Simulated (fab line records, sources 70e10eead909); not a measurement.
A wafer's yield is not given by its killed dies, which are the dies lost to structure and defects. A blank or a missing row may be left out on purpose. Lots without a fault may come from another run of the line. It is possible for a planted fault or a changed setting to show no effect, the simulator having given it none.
Which tool was responsible? || flow nand_harc || 6 lots, 18 wafers sampled, at 4 steps of a route of 1159

## WHAT THE GAUGES SHOWED, per wafer
NHARC_END_SORT_01.
{"lot": "L992", "measured": "day 24 05:25", "on": "prober-01", "killed_open": "4 4 3"}
{"lot": "L996", "measured": "day 25 11:40", "on": "prober-02", "killed_open": "6 5 5"}
{"lot": "L102", "measured": "day 26 11:07", "on": "prober-01", "killed_open": "6 3 4"}
{"lot": "L105", "measured": "day 26 10:16", "on": "prober-02", "killed_open": "1 1 0"}

## WHICH TOOL RAN EACH LOT (tool, then ch and the chambers of the sampled wafers, then the start)
{"lot": "L985", "NHARC_P_GATE_STRIP_113": "plasma_asher-01 ch 0,1, day 5 17:32", "NHARC_P_CONTACT_EXPOSE_09": "arfi_scanner-03 ch 0, day 5 21:35", "NHARC_P_CONTACT_ETCH_35": "rie_diel-01 ch 0,2, day 5 21:59"}
{"lot": "L987", "NHARC_P_GATE_STRIP_113": "plasma_asher-02 ch 0,1, day 6 10:09", "NHARC_P_CONTACT_EXPOSE_09": "arfi_scanner-02 ch 0, day 6 13:53", "NHARC_P_CONTACT_ETCH_35": "rie_diel-04 ch 0,1,2, day 6 14:19"}
{"lot": "L992", "NHARC_P_GATE_STRIP_113": "plasma_asher-02 ch 0,1, day 7 08:05", "NHARC_P_CONTACT_EXPOSE_09": "arfi_scanner-02 ch 0, day 7 11:45", "NHARC_P_CONTACT_ETCH_35": "rie_diel-01 ch 1,2, day 7 12:10"}
{"lot": "L996", "NHARC_P_GATE_STRIP_113": "plasma_asher-01 ch 0,1, day 8 15:03", "NHARC_P_CONTACT_EXPOSE_09": "arfi_scanner-02 ch 0, day 8 19:03", "NHARC_P_CONTACT_ETCH_35": "rie_diel-01 ch 0,2,3, day 8 19:28"}
{"lot": "L102", "NHARC_P_GATE_STRIP_113": "plasma_asher-01 ch 0,1, day 10 06:07", "NHARC_P_CONTACT_EXPOSE_09": "arfi_scanner-02 ch 0, day 10 10:36", "NHARC_P_CONTACT_ETCH_35": "rie_diel-04 ch 0,1,3, day 10 11:05"}
{"lot": "L105", "NHARC_P_GATE_STRIP_113": "plasma_asher-01 ch 0,1, day 10 16:38", "NHARC_P_CONTACT_EXPOSE_09": "arfi_scanner-03 ch 0, day 10 21:08", "NHARC_P_CONTACT_ETCH_35": "rie_diel-01 ch 0,1,2, day 10 21:32"}
- NHARC_P_GATE_STRIP_113: strips in N2/H2, time 740 s.
- NHARC_P_CONTACT_EXPOSE_09: exposes mask P CA, target cd 90 nm.
- NHARC_P_CONTACT_ETCH_35: etches the open film in CF4, target depth 39 nm, time 65 s.

## THE ANSWER, worked out from the rows above alone
Rule: what is usual is taken from the lots themselves. The widest of any qualifying gaps counts: lots, ordered by their means at a reading, are off when they make up no more than a third of the lots, leave a main group of 4 or more, and stand apart from it by 3 or more times the standard deviation of that group's means. The tables above print the reading to a certain number of digits; a main group whose means all agree to those digits is not used. A lot without any number at a reading at which 4 lots or more have one is off too. The other lots that the step has rows for count as sound.
No lot is off on any of the readings shown, so nothing can be concluded from this.

## WHAT THE SIMULATOR HAD INSERTED
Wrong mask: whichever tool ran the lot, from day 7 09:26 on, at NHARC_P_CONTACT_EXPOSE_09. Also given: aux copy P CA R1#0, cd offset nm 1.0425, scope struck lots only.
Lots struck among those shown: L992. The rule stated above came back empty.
